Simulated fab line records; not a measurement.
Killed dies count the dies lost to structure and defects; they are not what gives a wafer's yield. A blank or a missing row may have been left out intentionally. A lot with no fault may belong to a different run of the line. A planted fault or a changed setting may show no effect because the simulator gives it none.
Chamber matching    flow nand-harc    NHARC_A_SLIT_ETCH_29 on rie-diel-13: 4 sister chambers
The step etches the open film in CF4/O2, target depth 100 nm, overetch 10 nm, time 55 s. 8 wafers are shown with their chamber, then 7 later ones without.

EACH WAFER AND ITS CHAMBER
wafer   chamber  drypump-motor-current-A (A)  rf-fwd-power-W (W)
L074.4  1        6.0                          298.3
L077.3  1        6.1                          298.0
L084.5  3        6.2                          294.6
L090.3  0        5.9                          295.9
L090.4  2        5.2                          297.1
L090.6  0        5.9                          296.5
L093.2  2        5.2                          297.4
L093.5  3        6.2                          294.1

WAFERS WHOSE CHAMBER IS MISSING
wafer   drypump-motor-current-A (A)  rf-fwd-power-W (W)
L093.6  5.9                          297.6
L092.2  5.9                          295.2
L092.4  6.2                          293.9
L092.6  5.2                          297.5
L095.2  5.2                          295.1
L095.4  5.9                          297.9
L095.6  6.1                          298.7

EACH ONE'S CHAMBER
wafer   from the rows above      in truth
L093.6  can't be placed: 0 or 1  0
L092.2  0                        0
L092.4  3                        3
L092.6  2                        2
L095.2  2                        2
L095.4  can't be placed: 1 or 0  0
L095.6  1                        1
Placed correctly: 5 of 7. From these rows, 2 cannot be placed; in 2 the true chamber is one of the candidates. 0 placed wrongly.
How it was worked out, from the rows above alone: a wafer's distance from a chamber is the root of the sum, over the readings, of the square of ((its reading less the chamber's mean) divided by the reading's scatter). If the next closest chamber is less than 2 further off than the closest, the wafer can't be placed; otherwise it belongs to the closest. Each chamber's mean is taken over the wafers shown for it. The scatter is the square root of a quotient: the sum, over the shown wafers, of each reading's squared deviation from its chamber's mean, divided by wafers minus chambers.
